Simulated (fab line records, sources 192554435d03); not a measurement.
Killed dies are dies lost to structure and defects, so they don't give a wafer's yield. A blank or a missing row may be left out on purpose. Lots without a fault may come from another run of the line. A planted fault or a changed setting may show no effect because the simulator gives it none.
Split-lot experiment | flow n5_finfet | 7 lots, 21 wafers read, on a route of 1938 steps

THE SPLIT
At N5_BEOL_M14_SPUTTER_44 (material Ta, target thk 15 nm, time 24.19 s), the setting time_s was moved away from the recipe's 24.19 s on 9 of the 21 wafers read, by -5.9% to +14.4%. The other wafers ran this setting at the recipe's value.

The reading is taken at the split's own step.

THE READING
Ta_of_BEOL_M14_SPUTTER_44.thk_nm (the simulator's own value, which no gauge read), in nm, at N5_BEOL_M14_SPUTTER_44 (material Ta, target thk 15 nm, time 24.19 s). The file gives no usual value for it. The 12 wafers here that ran the recipe average 15.0 nm, standard deviation 0.22 nm.

wafer  | tool, chamber at the split | time_s as run, s | against the recipe | Ta_of_BEOL_M14_SPUTTER_44.thk_nm, nm | against lot-mates on the recipe
L074.1 | pvd_sputter-02, -          | 23.27            | -3.8%              | 14.4                                 | -0.8
L074.4 | pvd_sputter-02, -          | 23.27            | -3.8%              | 14.4                                 | -0.8
L074.3 | pvd_sputter-02, -          | 24.19            | recipe             | 15.2                                 | -
L075.3 | pvd_sputter-02, -          | 24.19            | recipe             | 15.2                                 | -
L075.5 | pvd_sputter-02, -          | 24.19            | recipe             | 15.2                                 | -
L075.4 | pvd_sputter-02, -          | 27.09            | +12.0%             | 17                                   | +1.8
L085.1 | pvd_sputter-03, -          | 24.19            | recipe             | 15                                   | -
L085.6 | pvd_sputter-03, -          | 24.19            | recipe             | 15                                   | -
L085.2 | pvd_sputter-03, -          | 24.19            | recipe             | 14.6                                 | -
L092.2 | pvd_sputter-03, -          | 24.19            | recipe             | 14.8                                 | -
L092.4 | pvd_sputter-03, -          | 24.19            | recipe             | 14.8                                 | -
L092.3 | pvd_sputter-03, -          | 26.7             | +10.4%             | 16.2                                 | +1.4
L091.4 | pvd_sputter-02, -          | 27.68            | +14.4%             | 17.4                                 | +2.1
L091.5 | pvd_sputter-02, -          | 24.19            | recipe             | 15.4                                 | -
L091.6 | pvd_sputter-02, -          | 24.19            | recipe             | 15.2                                 | -
L093.1 | pvd_sputter-02, -          | 24.19            | recipe             | 14.8                                 | -
L093.3 | pvd_sputter-02, -          | 26.69            | +10.3%             | 16.6                                 | +1.8
L093.5 | pvd_sputter-02, -          | 26.69            | +10.3%             | 16.6                                 | +1.8
L095.2 | pvd_sputter-01, -          | 24.19            | recipe             | 15                                   | -
L095.5 | pvd_sputter-01, -          | 22.77            | -5.9%              | 14                                   | -1.0
L095.6 | pvd_sputter-01, -          | 22.77            | -5.9%              | 13.8                                 | -1.2

THE FIT
A straight line over all 21 wafers: Ta_of_BEOL_M14_SPUTTER_44.thk_nm changes by +0.159 nm for each +1% of time_s; r = +0.98; the points scatter about the line by 0.22 nm.
The same after taking each lot's own level away (the mean of its wafers on the recipe; 21 wafers): +0.162 nm for each +1%; r = +0.99; scatter 0.14 nm.
On that fit, the largest move of time_s shifts the reading by 2.3 nm.
The lots' own levels span 14.80 to 15.30 nm, that is 2.2 times the standard deviation above.
So the lot-to-lot level changes the slope little: the two slopes agree.
Check: with one of the wafers moved furthest among these (+14.4%) left out of the fit, the line predicts +2.35 nm for it against its lot-mates. It came out at +2.1 nm against them.

OTHER SPLITS ON THESE WAFERS
These wafers also went through other splits before the reading. Each is held against what the fit with the lots' levels taken away leaves over:
other split on the same wafers    | wafers away from the commonest value | r with Ta_of_BEOL_M14_SPUTTER_44.thk_nm (lot level and that fit taken away)
N5_BEOL_M14_TRENCH_ETCH_34 time_s | 9                                    | +0.30

THE FILE'S OWN FIT
Ta_of_BEOL_M14_SPUTTER_44.thk_nm changes by +0.154 nm for each +1% of time_s, r = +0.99.
